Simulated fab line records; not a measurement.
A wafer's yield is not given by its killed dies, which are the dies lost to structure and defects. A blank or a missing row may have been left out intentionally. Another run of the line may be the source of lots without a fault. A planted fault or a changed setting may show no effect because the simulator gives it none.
A sampling plan put to the test -- flow n5_finfet -- one fab line, 79 faults that these records tell of, each judged on the records of the lots that it struck; 2 more are left out, because the records don't allow judging them
The plan is the line's own looks: the steps of the route at which a gauge or an inspection reads the wafer and doesn't change it. Where struck wafers have a number at a look and the file lists that look's usual mean and standard deviation on fault-free wafers, the look can be judged. Caught: the struck wafers' mean, at a look after the fault's first step, is 4 or more of those standard deviations (sigma) away from the usual mean. On the tool: the identical test, applied to the tool's own readings at the steps of the fault. Also counted as caught: the struck wafers showing another recipe, or a record that is empty for them alone.

== THE FAULTS, as the simulator had put them in ==
1. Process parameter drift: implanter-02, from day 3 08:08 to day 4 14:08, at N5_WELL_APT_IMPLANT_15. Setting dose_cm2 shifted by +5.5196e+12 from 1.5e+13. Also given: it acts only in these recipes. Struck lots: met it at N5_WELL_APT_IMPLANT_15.
2. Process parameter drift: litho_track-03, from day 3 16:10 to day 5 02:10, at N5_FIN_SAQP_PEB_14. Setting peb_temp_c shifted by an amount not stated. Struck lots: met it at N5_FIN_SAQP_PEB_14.
3. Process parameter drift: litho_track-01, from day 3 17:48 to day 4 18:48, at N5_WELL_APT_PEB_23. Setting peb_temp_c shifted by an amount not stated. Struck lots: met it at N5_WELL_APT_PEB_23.
4. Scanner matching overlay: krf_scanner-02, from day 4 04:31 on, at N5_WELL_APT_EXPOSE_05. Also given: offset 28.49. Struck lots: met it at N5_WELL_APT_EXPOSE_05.
5. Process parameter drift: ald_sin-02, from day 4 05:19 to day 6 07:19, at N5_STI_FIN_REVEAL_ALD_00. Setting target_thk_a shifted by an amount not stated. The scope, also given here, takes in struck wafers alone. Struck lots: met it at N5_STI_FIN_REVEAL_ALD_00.
6. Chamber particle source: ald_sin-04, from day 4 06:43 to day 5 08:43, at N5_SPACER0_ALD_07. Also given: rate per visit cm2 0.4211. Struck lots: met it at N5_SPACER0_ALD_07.
7. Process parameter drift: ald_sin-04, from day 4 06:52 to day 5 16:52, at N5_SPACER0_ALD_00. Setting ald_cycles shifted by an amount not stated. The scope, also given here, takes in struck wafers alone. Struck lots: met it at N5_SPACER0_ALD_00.
8. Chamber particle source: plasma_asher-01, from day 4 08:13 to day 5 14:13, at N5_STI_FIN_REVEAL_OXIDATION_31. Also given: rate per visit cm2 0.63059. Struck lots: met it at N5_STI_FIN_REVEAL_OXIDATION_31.
9. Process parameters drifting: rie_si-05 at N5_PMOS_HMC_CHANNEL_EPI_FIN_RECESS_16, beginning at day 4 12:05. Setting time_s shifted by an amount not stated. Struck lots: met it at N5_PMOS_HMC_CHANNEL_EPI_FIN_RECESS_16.
10. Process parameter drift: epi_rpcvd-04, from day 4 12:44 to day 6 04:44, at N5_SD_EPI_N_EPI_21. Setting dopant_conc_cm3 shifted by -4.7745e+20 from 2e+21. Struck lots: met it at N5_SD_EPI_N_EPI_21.
11. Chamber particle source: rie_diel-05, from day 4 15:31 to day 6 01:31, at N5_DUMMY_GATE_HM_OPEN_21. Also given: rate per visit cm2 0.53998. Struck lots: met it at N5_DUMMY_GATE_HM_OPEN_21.
12. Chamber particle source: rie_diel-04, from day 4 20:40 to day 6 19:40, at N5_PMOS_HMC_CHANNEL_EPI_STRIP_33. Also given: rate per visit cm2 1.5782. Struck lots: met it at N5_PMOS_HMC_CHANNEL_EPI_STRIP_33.
13. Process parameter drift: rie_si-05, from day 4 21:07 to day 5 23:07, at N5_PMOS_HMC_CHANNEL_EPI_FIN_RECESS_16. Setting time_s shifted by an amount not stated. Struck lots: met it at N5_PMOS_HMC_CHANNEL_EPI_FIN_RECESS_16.
14. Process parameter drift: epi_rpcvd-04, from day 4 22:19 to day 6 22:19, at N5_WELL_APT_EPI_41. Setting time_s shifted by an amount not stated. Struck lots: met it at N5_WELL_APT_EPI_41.
15. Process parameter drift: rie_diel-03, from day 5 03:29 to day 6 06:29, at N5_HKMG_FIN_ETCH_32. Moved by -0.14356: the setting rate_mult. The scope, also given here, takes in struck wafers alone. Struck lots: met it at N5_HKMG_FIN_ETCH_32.
16. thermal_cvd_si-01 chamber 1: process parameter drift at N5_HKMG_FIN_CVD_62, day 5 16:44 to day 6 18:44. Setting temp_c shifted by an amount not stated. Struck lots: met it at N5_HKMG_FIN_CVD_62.
17. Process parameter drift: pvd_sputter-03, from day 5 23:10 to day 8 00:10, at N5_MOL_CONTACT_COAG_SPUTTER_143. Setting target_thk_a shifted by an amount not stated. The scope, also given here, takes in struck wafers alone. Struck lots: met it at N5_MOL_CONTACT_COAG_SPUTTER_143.
18. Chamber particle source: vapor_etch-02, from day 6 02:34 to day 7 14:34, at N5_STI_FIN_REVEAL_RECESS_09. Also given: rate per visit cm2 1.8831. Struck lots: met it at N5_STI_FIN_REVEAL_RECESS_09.
19. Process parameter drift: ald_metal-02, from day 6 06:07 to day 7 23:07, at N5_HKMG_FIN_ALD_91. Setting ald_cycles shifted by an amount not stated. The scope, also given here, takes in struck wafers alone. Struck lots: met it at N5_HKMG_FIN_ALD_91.
20. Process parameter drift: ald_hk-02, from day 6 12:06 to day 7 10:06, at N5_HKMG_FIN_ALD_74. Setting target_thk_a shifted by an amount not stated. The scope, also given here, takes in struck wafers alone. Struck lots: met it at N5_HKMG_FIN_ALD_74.
21. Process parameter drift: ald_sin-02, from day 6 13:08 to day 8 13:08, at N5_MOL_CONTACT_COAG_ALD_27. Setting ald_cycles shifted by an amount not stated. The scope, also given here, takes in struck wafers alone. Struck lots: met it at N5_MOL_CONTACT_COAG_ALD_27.
22. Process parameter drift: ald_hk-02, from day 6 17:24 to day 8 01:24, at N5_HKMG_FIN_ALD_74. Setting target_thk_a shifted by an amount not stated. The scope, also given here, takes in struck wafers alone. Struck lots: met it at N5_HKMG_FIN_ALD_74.
23. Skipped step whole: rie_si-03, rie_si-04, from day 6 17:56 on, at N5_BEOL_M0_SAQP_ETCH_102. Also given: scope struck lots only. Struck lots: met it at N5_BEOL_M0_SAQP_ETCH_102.
24. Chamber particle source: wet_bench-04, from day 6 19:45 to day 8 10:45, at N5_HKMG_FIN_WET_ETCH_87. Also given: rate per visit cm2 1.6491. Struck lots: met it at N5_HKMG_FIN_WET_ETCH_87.
25. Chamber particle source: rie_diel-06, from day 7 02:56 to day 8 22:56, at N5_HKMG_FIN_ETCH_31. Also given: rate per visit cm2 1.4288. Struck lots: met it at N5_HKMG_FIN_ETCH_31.
26. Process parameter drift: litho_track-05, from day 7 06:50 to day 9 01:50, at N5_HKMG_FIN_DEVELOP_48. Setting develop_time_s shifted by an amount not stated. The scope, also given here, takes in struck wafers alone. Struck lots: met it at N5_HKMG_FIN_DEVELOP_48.
27. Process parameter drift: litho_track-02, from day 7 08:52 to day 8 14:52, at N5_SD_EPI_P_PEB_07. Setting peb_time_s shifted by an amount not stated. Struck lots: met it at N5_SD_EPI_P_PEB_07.
28. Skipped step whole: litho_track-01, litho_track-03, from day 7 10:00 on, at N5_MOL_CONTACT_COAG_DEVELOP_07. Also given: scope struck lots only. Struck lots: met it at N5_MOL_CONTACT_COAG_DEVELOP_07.
29. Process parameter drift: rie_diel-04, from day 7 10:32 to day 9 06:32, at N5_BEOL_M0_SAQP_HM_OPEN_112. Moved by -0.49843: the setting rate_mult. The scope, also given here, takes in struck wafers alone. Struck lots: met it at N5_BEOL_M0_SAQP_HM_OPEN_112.
30. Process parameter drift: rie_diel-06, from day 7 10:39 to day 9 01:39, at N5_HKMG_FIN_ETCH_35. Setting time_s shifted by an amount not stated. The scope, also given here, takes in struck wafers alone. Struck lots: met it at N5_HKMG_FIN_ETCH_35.
31. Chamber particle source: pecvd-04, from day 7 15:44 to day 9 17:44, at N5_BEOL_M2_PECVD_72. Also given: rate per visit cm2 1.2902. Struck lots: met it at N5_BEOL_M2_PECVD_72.
32. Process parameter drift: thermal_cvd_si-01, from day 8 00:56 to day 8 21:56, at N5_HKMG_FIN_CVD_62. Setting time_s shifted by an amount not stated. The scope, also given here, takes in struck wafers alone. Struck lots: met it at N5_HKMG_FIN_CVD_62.
33. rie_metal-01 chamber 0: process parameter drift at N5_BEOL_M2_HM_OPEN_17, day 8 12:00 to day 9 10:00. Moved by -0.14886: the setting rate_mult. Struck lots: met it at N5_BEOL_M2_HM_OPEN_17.
34. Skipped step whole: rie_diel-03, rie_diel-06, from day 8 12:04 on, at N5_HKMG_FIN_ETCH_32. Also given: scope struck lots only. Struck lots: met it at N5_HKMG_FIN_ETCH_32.
35. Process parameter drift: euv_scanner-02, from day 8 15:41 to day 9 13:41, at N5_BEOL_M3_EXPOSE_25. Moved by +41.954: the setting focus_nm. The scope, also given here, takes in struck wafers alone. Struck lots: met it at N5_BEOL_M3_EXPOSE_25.
36. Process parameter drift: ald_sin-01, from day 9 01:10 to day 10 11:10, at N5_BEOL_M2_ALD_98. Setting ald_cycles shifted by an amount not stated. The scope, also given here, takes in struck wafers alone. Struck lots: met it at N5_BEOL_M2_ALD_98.
37. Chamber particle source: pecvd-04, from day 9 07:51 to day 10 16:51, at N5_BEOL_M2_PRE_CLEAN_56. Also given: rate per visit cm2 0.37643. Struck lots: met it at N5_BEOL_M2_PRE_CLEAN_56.
38. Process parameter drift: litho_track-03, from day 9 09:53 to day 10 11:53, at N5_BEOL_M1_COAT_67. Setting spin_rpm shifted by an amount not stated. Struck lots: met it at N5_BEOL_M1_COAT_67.
39. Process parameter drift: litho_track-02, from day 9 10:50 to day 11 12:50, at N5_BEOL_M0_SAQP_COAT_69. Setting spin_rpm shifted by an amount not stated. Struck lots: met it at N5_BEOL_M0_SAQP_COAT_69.
40. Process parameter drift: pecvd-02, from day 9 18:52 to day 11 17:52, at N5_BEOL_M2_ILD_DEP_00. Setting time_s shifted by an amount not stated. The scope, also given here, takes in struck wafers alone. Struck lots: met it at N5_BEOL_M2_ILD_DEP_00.
41. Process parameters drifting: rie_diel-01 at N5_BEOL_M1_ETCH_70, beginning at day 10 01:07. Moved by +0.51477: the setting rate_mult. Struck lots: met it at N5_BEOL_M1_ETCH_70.
42. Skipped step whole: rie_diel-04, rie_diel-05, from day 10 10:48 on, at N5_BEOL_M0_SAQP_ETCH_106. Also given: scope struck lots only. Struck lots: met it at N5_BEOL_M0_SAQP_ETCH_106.
43. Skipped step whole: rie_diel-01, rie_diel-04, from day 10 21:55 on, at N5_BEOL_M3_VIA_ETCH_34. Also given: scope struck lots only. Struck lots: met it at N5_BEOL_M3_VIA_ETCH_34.
44. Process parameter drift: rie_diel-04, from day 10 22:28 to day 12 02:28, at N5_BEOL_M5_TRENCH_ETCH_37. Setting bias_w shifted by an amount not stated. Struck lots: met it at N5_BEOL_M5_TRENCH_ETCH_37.
45. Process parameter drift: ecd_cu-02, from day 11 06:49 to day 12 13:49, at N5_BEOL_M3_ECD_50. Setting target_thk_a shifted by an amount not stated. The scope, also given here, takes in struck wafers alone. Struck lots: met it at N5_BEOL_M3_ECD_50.
46. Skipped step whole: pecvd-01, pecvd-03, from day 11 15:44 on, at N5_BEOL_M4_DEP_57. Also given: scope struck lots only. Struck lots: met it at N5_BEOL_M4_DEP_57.
47. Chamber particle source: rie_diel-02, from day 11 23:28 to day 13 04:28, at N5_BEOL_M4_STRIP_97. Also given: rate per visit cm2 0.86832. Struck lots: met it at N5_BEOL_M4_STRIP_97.
48. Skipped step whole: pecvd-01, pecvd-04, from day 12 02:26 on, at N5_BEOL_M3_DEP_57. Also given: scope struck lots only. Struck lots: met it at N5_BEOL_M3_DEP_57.
49. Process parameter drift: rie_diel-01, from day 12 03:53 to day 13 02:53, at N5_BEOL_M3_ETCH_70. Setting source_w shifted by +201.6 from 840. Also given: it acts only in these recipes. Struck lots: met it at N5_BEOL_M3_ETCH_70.
50. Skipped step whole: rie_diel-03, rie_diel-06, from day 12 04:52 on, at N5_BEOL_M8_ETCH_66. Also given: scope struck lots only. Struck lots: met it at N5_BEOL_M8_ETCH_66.
51. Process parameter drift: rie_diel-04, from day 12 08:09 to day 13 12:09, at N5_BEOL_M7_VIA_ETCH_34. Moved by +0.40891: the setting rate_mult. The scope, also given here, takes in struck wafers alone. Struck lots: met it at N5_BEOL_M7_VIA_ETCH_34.
52. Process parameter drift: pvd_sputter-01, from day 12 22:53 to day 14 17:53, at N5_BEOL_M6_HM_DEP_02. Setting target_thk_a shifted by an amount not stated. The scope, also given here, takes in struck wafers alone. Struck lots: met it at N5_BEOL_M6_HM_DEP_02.
53. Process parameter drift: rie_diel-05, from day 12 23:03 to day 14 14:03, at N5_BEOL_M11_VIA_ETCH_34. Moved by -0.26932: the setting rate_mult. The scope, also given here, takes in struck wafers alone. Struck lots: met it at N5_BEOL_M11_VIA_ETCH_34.
54. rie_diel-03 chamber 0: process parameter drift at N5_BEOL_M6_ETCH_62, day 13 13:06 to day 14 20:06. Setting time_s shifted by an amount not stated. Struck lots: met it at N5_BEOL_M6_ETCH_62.
55. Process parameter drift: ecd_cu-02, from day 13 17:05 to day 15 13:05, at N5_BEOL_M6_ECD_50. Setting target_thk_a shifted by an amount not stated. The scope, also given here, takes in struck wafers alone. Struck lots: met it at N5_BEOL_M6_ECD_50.
56. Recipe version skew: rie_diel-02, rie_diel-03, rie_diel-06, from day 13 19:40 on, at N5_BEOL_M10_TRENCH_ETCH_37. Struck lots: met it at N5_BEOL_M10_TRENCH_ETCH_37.
57. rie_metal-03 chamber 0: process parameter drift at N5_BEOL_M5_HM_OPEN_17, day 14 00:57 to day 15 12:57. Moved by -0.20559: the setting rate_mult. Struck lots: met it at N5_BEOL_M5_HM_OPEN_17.
58. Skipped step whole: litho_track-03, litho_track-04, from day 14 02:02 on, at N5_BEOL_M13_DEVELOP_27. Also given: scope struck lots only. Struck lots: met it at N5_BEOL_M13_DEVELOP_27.
59. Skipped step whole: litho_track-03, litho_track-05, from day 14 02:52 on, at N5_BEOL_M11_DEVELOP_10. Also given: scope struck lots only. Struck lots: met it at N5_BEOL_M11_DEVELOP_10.
60. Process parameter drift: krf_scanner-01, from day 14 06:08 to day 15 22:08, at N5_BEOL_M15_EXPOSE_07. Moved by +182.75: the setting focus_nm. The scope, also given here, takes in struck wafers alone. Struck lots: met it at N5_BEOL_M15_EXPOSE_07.
61. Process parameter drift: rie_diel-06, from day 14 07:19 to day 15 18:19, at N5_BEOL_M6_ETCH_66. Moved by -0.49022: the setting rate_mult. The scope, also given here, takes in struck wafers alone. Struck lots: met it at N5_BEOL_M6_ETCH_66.
62. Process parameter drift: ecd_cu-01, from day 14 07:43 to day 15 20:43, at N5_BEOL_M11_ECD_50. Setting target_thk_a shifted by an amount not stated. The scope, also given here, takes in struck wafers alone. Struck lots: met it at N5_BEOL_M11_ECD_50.
63. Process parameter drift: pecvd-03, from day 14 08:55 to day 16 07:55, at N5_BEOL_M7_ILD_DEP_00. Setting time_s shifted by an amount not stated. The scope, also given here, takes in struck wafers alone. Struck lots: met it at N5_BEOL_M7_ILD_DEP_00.
64. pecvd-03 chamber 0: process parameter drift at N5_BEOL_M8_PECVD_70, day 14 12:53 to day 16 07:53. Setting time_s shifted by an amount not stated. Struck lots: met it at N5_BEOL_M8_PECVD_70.
65. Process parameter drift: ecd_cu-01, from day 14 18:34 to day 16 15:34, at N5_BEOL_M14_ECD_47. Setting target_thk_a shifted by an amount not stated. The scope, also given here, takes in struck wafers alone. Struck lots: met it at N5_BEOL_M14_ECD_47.
66. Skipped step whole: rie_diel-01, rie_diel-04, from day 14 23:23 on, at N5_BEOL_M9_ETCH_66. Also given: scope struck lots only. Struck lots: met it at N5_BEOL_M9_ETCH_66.
67. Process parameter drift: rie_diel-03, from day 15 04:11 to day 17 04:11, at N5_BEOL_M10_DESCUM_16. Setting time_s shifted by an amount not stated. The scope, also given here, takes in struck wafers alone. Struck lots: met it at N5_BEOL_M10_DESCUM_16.
68. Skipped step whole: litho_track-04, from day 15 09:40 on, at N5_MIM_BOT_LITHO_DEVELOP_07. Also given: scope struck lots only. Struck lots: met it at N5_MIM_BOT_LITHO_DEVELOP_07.
69. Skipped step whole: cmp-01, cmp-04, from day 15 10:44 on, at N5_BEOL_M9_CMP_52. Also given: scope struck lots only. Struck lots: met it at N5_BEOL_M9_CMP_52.
70. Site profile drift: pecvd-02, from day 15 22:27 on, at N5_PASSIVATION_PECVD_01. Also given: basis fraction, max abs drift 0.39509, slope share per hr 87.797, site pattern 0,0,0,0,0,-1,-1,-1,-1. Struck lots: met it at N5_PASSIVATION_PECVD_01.
71. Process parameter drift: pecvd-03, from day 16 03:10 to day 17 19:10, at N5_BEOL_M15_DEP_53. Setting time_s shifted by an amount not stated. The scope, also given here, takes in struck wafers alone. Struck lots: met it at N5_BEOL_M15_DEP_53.
72. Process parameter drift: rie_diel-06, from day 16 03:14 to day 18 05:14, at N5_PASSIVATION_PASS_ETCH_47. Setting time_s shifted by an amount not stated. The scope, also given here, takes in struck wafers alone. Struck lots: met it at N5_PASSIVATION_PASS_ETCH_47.
73. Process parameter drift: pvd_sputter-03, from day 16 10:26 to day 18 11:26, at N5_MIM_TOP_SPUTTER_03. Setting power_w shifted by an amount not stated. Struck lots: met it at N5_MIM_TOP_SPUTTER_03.
74. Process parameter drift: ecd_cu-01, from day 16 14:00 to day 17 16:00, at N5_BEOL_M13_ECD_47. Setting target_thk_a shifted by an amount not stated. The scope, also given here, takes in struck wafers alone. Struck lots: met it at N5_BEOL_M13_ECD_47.
75. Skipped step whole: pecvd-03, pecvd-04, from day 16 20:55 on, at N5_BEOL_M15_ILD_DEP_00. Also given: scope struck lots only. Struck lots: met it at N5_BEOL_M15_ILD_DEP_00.
76. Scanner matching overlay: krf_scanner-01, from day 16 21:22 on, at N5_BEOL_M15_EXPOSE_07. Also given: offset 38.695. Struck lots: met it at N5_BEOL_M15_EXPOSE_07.
77. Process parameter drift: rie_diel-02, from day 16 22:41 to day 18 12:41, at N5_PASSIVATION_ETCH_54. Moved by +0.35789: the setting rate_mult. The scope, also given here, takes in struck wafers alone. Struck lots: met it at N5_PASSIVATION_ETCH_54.
78. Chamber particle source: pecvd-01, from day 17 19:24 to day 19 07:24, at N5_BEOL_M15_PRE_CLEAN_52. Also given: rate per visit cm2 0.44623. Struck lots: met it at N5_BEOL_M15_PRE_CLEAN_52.
79. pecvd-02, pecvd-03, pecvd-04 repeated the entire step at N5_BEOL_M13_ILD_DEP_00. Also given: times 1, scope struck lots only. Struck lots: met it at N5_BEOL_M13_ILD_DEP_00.

== WHAT THE PLAN SAW ==
fault,on the tool itself,first look that catches it,"reading, sigma",median hours from its first step to that look,hours from the fault's start to the first struck lot there,judged looks passed uncaught
1,dose_ions_cm2 +99 or beyond sigma,N5_BEOL_M4_RC_MEAS_101,CJ_P +5.3,190.7,199,1
2,no reading that can be judged,N5_FIN_SAQP_CD_MEAS_16,cd_nm +7.9,0.1,12,0
3,plate_temp_C -8.1 sigma,none of the 3 looks that can be judged after it,"strongest: cd_nm at N5_WELL_APT_CD_MEAS_25, -3.6",-,-,3
4,no reading that can be judged,N5_WELL_APT_OVL_MEAS_09,NWELL_OVL +5.8,0.2,3,0
5,under 2 sigma,not the one look that can be judged after it,-,-,-,1
6,under 2 sigma,N5_SPACER0_INSPECT_04,raw_defect_count +7.8,0.6,6,0
7,under 2 sigma,N5_BEOL_M4_RC_MEAS_101,IOFF_N +15,148.5,153,0
8,under 2 sigma,N5_STI_FIN_REVEAL_INSPECT_13,raw_defect_count +64,0.9,7,0
9,under 2 sigma,N5_PMOS_HMC_CHANNEL_EPI_THK_MEAS_22,HMC_CMP_THK +6.6,2.2,8,0
10,no reading that can be judged,N5_SD_ACTIVATION_RS_MEAS_03,RS_SD_N +6.0,8.2,10,0
11,under 2 sigma,N5_SPACER0_INSPECT_04,raw_defect_count +10,2.2,7,1
12,under 2 sigma,not the one look that can be judged after it,-,-,-,1
13,under 2 sigma,N5_PMOS_HMC_CHANNEL_EPI_THK_MEAS_22,HMC_CMP_THK -9.8,2.0,5,0
14,run_length_s +65 sigma,N5_BEOL_M4_RC_MEAS_101,RS_PWELL -27,193.9,214,0
15,under 2 sigma,not the one look that can be judged after it,-,-,-,1
16,susceptor_temp_C -75 sigma,not the one look that can be judged after it,-,-,-,1
17,under 2 sigma,not the one look that can be judged after it,-,-,-,1
18,under 2 sigma,N5_STI_FIN_REVEAL_INSPECT_13,raw_defect_count +99 or beyond,2.8,5,0
19,under 2 sigma,N5_BEOL_M4_RC_MEAS_101,VT_N_LONG +13,134.3,165,0
20,under 2 sigma,N5_BEOL_M4_RC_MEAS_101,VT_N_LVT -5.8,145.8,155,3
21,run_length_s -99 or beyond sigma,not the one look that can be judged after it,-,-,-,1
22,under 2 sigma,N5_BEOL_M4_RC_MEAS_101,VT_N_LVT -5.1,145.0,150,2
23,the tool's record is blank for the struck wafers,no look after it can be judged,-,-,-,0
24,no reading that can be judged,no look after it can be judged,-,-,-,0
25,under 2 sigma,not the one look that can be judged after it,-,-,-,1
26,under 2 sigma,none of the 2 looks that can be judged after it,"strongest: cd_nm at N5_HKMG_FIN_CD_MEAS_49, -3.9",-,-,2
27,heater_power_total_W +35 sigma,N5_SD_EPI_P_CD_MEAS_09,cd_nm -22,0.1,3,0
28,no reading that can be judged,no look after it can be judged,-,-,-,0
29,under 2 sigma,not the one look that can be judged after it,-,-,-,1
30,run_length_s -99 or beyond sigma,N5_BEOL_M4_RC_MEAS_101,ION_N -18,139.6,169,0
31,under 2 sigma,N5_BEOL_M2_INSPECT_13,raw_defect_count +7.7,1.6,3,0
32,under 2 sigma,not the one look that can be judged after it,-,-,-,1
33,under 2 sigma,not the one look that can be judged after it,-,-,-,1
34,the tool's record is blank for the struck wafers,N5_BEOL_M4_RC_MEAS_101,VT_N_LONG +99 or beyond,128.2,137,0
35,no reading that can be judged,N5_BEOL_M3_CD_MEAS_28,cd_nm -12,0.1,5,0
36,under 2 sigma,not the one look that can be judged after it,-,-,-,1
37,no reading that can be judged,N5_BEOL_M2_INSPECT_59,raw_defect_count +7.4,0.1,4,0
38,spin_speed_rpm -61 sigma,not the one look that can be judged after it,-,-,-,1
39,spin_speed_rpm -99 or beyond sigma,not the one look that can be judged after it,-,-,-,1
40,under 2 sigma,N5_BEOL_M2_THK_MEAS_01,M2_ILD_THK +68,0.1,2,0
41,under 2 sigma,not the one look that can be judged after it,-,-,-,1
42,the tool's record is blank for the struck wafers,no look after it can be judged,-,-,-,0
43,the tool's record is blank for the struck wafers,no look after it can be judged,-,-,-,0
44,bias_w -99 or beyond sigma,N5_BEOL_M5_OCD_MEAS_38,trench_depth_nm -7.1,0.1,2,0
45,no reading that can be judged,none of the 2 looks that can be judged after it,-,-,-,2
46,the tool's record is blank for the struck wafers,no look after it can be judged,-,-,-,0
47,under 2 sigma,no look after it can be judged,-,-,-,0
48,the tool's record is blank for the struck wafers,no look after it can be judged,-,-,-,0
49,rf_fwd_power_W +77 sigma,not the one look that can be judged after it,-,-,-,1
50,the tool's record is blank for the struck wafers,no look after it can be judged,-,-,-,0
51,under 2 sigma,no look after it can be judged,-,-,-,0
52,under 2 sigma,not the one look that can be judged after it,-,-,-,1
53,under 2 sigma,no look after it can be judged,-,-,-,0
54,under 2 sigma,no look after it can be judged,-,-,-,0
55,no reading that can be judged,no look after it can be judged,-,-,-,0
56,run_length_s -29 sigma,N5_BEOL_M10_OCD_MEAS_38,trench_depth_nm -15,0.2,0,0
57,under 2 sigma,no look after it can be judged,-,-,-,0
58,no reading that can be judged,no look after it can be judged,-,-,-,0
59,no reading that can be judged,no look after it can be judged,-,-,-,0
60,under 2 sigma,N5_BEOL_M15_CD_MEAS_10,cd_nm +6.2,0.2,2,0
61,under 2 sigma,no look after it can be judged,-,-,-,0
62,no reading that can be judged,no look after it can be judged,-,-,-,0
63,under 2 sigma,not the one look that can be judged after it,"strongest: M7_ILD_THK at N5_BEOL_M7_THK_MEAS_01, -3.2",-,-,1
64,under 2 sigma,none of the 2 looks that can be judged after it,-,-,-,2
65,no reading that can be judged,not the one look that can be judged after it,-,-,-,1
66,the tool's record is blank for the struck wafers,no look after it can be judged,-,-,-,0
67,under 2 sigma,no look after it can be judged,-,-,-,0
68,no reading that can be judged,no look after it can be judged,-,-,-,0
69,the tool's record is blank for the struck wafers,N5_BEOL_M9_THK_MEAS_53,M9_THK +51,0.3,8,0
70,under 2 sigma,not the one look that can be judged after it,-,-,-,1
71,under 2 sigma,not the one look that can be judged after it,-,-,-,1
72,run_length_s -99 or beyond sigma,no look after it can be judged,-,-,-,0
73,cathode_dc_power_W +99 or beyond sigma,no look after it can be judged,-,-,-,0
74,no reading that can be judged,no look after it can be judged,-,-,-,0
75,the tool's record is blank for the struck wafers,no look after it can be judged,-,-,-,0
76,no reading that can be judged,N5_BEOL_M15_OVL_MEAS_11,V14_OVL +8.1,0.2,8,0
77,under 2 sigma,no look after it can be judged,-,-,-,0
78,no reading that can be judged,N5_BEOL_M15_INSPECT_55,raw_defect_count +12,0.1,6,0
79,under 2 sigma,N5_BEOL_M13_THK_MEAS_01,M13_ILD_THK +68,0.5,-,0
Dash: fault not caught, or number not given in these records.

Caught at a look: 29 of 79. Caught on the tool: 24 of 79. By one or the other: 45 of 79.
Faults caught by the tool alone: 3, 16, 21, 23, 38, 39, 42, 43, 46, 48, 49, 50, 66, 72, 73, 75.
Caught at a look alone: faults 2, 4, 6, 7, 8, 9, 10, 11, 13, 18, 19, 20, 22, 31, 35, 37, 40, 60, 76, 78, 79.
Caught by neither: faults 5, 12, 15, 17, 24, 25, 26, 28, 29, 32, 33, 36, 41, 45, 47, 51, 52, 53, 54, 55, 57, 58, 59, 61, 62, 63, 64, 65, 67, 68, 70, 71, 74, 77.

== THINNER SAMPLING ==
If the look that catches a fault measured only every second or every third lot, by lot number, the first struck lot would be measured this late in the worst case:
fault,"struck lots at that look, in order of time",every lot,every second lot,every third lot
1,"L513, L514",199 h,201 h,may miss all 2
2,"L674, L675",12 h,18 h,may miss all 2
4,"L736, L737",3 h,9 h,may miss all 2
6,"L769, L771",6 h,may miss all 2,may miss all 2
7,"L205, L207, L208",153 h,178 h,may miss all 3
8,"L296, L299",7 h,28 h,may miss all 2
9,"L242, L243, L244",8 h,14 h,21 h
10,"L957, L959",10 h,may miss all 2,may miss all 2
11,"L600, L604",7 h,may miss all 2,may miss all 2
13,"L567, L568",5 h,12 h,may miss all 2
14,"L160, L159",214 h,216 h,may miss all 2
18,"L260, L261",5 h,11 h,may miss all 2
19,L513,165 h,may miss it,may miss it
20,L188,155 h,may miss it,may miss it
22,"L315, L318",150 h,163 h,may miss all 2
27,"L602, L603",3 h,10 h,may miss all 2
30,L885,169 h,may miss it,may miss it
31,"L369, L373",3 h,may miss all 2,may miss all 2
34,"L640, L641, L639",137 h,142 h,143 h
35,"L263, L264",5 h,8 h,may miss all 2
37,"L146, L147",4 h,5 h,may miss all 2
40,"L200, L202, L203",2 h,38 h,may miss all 3
44,"L479, L483",2 h,may miss all 2,may miss all 2
56,"L969, L972",0 h,33 h,may miss all 2
60,"L989, L984",2 h,19 h,may miss all 2
69,"L462, L463",8 h,9 h,may miss all 2
76,"L158, L163",8 h,29 h,may miss all 2
78,"L850, L852",6 h,may miss all 2,may miss all 2
Hours are from the fault's start to the first struck lot that is measured. The test against the limit of 4 sigma pooled every struck wafer, which means one lot taken alone may stay below that limit. Other struck lots may not be in these records.

== THE LONGEST TIMED WAY FROM STEP TO LOOK ==
Fault 14: the median time between N5_WELL_APT_EPI_41 and N5_BEOL_M4_RC_MEAS_101 is 193.9 hours. No look between them can be judged.
